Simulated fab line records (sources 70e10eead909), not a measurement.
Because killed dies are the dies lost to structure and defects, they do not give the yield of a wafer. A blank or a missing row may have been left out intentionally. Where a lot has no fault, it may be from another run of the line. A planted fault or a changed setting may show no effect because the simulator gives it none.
Chamber matching -- flow nand_harc -- NHARC_A_CONTACT_ETCH_90 on rie_diel-11 has 4 sister chambers
The step etches the open film in CH3F/O2, target depth 40 nm, time 85.7 s. 14 wafers are shown with their chamber, then 7 later ones without.

== EACH WAFER AND ITS CHAMBER ==
wafer,chamber,showerhead_plenum_p_Torr (Torr),drypump_motor_current_A (A),rf_vpp_V (V)
L438.1,2,2.55,5.4,245.1
L438.2,3,2.61,5.6,246.4
L438.4,1,2.55,5.7,246.3
L450.2,1,2.54,5.7,246.8
L450.5,1,2.54,5.7,247.2
L450.6,2,2.55,5.4,245.4
L452.2,0,2.31,5.1,242.1
L452.4,3,2.61,5.6,248.2
L452.5,1,2.54,5.7,243.8
L457.3,0,2.31,5.1,240.8
L457.5,1,2.54,5.8,244.8
L457.6,0,2.31,5.1,242.7
L458.2,3,2.60,5.5,245.9
L458.3,1,2.54,5.7,246.1

SIGNATURES, as means of the wafers listed above
reading,chamber 0,chamber 1,chamber 2,chamber 3,scatter within a chamber
showerhead_plenum_p_Torr,2.3100,2.5417,2.5500,2.6067,0.00387
drypump_motor_current_A,5.100,5.717,5.400,5.567,0.0387
rf_vpp_V,241.867,245.833,245.250,246.833,1.15
Rule: a wafer's distance from a chamber is the root of the sum, over the readings, of the square of ((its reading less the chamber's mean) divided by the reading's scatter). The wafer belongs to the nearest chamber; if the next one is less than 2 further off, it can't be placed. The scatter: take each reading less its chamber's mean, square it, sum over the shown wafers, divide by the number of wafers less the number of chambers, and take the root.

== WAFERS WITHOUT THEIR CHAMBER ==
wafer,showerhead_plenum_p_Torr (Torr),drypump_motor_current_A (A),rf_vpp_V (V)
L458.4,2.54,5.4,245.9
L459.3,2.60,5.6,245.7
L459.4,2.54,5.7,245.7
L459.6,2.60,5.6,246.1
L461.3,2.54,5.7,246.6
L461.5,2.54,5.4,246.5
L461.6,2.60,5.6,245.7

== WHICH CHAMBER EACH ONE RAN IN ==
wafer,from the rows above,in truth
L458.4,2,2
L459.3,3,3
L459.4,1,1
L459.6,3,3
L461.3,1,1
L461.5,2,2
L461.6,3,3
Correct placement for 7 of the 7. Not placeable from these rows: 0. 0 placed wrongly.
